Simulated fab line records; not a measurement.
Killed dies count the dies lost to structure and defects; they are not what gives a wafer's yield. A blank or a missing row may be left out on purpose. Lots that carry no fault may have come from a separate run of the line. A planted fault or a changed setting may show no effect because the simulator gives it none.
Matching of chambers / flow n5 finfet / 3 sister chambers for N5_BEOL_M0_SAQP_PECVD_97 on pecvd-03
The step deposits SiNx from SiH4/NH3/N2, target thk 23 nm, time 19.9 s. 3 wafers are shown with their chamber, then 8 later ones without.

## WAFERS PAIRED WITH THEIR CHAMBERS
wafer=L494.1; chamber=0; throttle valve pct (%)=39.9
wafer=L494.6; chamber=2; throttle valve pct (%)=35.3
wafer=L496.2; chamber=1; throttle valve pct (%)=39.6

## WAFERS WHOSE CHAMBER IS MISSING
wafer=L496.4; throttle valve pct (%)=39.9
wafer=L496.5; throttle valve pct (%)=35.3
wafer=L501.1; throttle valve pct (%)=39.8
wafer=L501.4; throttle valve pct (%)=35.5
wafer=L501.5; throttle valve pct (%)=39.8
wafer=L502.3; throttle valve pct (%)=39.9
wafer=L502.4; throttle valve pct (%)=40.1
wafer=L502.5; throttle valve pct (%)=35.2

## THE CHAMBER EACH PASSED THROUGH
wafer=L496.4; from the rows above=0; in truth=0
wafer=L496.5; from the rows above=2; in truth=2
wafer=L501.1; from the rows above=can't be placed: 0 or 1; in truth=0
wafer=L501.4; from the rows above=2; in truth=2
wafer=L501.5; from the rows above=can't be placed: 0 or 1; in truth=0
wafer=L502.3; from the rows above=0; in truth=0
wafer=L502.4; from the rows above=0; in truth=0
wafer=L502.5; from the rows above=2; in truth=2
Correctly placed: 6 of 8. These rows do not allow placing 2 (true chamber among the candidates in 2). Number placed wrongly: 0.
How it was worked out, from the rows above alone: a wafer's distance from a chamber is the root of the sum, over the readings, of the square of ((its reading less the chamber's mean) divided by the reading's scatter). If the next closest chamber is less than 2 further off than the closest, the wafer can't be placed; otherwise it belongs to the closest. For every chamber, the mean is computed from those of its wafers that are shown. The scatter: root of mean squared gap, hidden wafer to nearest shown wafer, with one shown wafer a chamber.
